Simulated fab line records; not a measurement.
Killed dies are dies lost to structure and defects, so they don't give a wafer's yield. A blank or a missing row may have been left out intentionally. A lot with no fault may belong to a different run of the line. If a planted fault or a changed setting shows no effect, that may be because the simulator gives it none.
Chamber matching | flow nandHarc | rieDiel-05 running NHARC_A_M0_DESCUM_14: 4 sister chambers
The step chemistry O2, time 3 s. 8 wafers are shown with their chamber, then 8 later ones without.

WAFERS PAIRED WITH THEIR CHAMBERS
wafer  | chamber | showerheadPlenumPTorr (Torr) | drypumpMotorCurrentA (A)
L075.4 | 0       | 1.85                         | 5.8
L078.3 | 0       | 1.85                         | 5.8
L078.4 | 2       | 1.92                         | 6.0
L085.1 | 1       | 1.80                         | 5.1
L088.3 | 2       | 1.91                         | 6.1
L088.4 | 1       | 1.79                         | 5.1
L088.5 | 3       | 2.05                         | 5.7
L091.2 | 3       | 2.05                         | 5.6

WAFERS WITHOUT THEIR CHAMBER
wafer  | showerheadPlenumPTorr (Torr) | drypumpMotorCurrentA (A)
L091.4 | 1.85                         | 5.8
L091.6 | 2.05                         | 5.6
L093.2 | 1.80                         | 5.1
L093.3 | 1.91                         | 6.0
L093.4 | 2.05                         | 5.6
L094.4 | 1.85                         | 5.8
L094.5 | 1.85                         | 5.8
L094.6 | 1.79                         | 5.1

CHAMBER TAKEN BY EACH
wafer  | from the rows above | in truth
L091.4 | 0                   | 0
L091.6 | 3                   | 3
L093.2 | 1                   | 1
L093.3 | 2                   | 2
L093.4 | 3                   | 3
L094.4 | 0                   | 0
L094.5 | 0                   | 0
L094.6 | 1                   | 1
Correctly placed: 8 of 8. Left unplaced by these rows: 0. 0 placed wrongly.
How it was worked out, from the rows above alone: a wafer's distance from a chamber is the root of the sum, over the readings, of the square of ((its reading less the chamber's mean) divided by the reading's scatter). If the next closest chamber is less than 2 further off than the closest, the wafer can't be placed; otherwise it belongs to the closest. Each chamber's mean is taken over the wafers shown for it. The scatter: take each reading less its chamber's mean, square it, sum over the shown wafers, divide by the number of wafers less the number of chambers, and take the root.
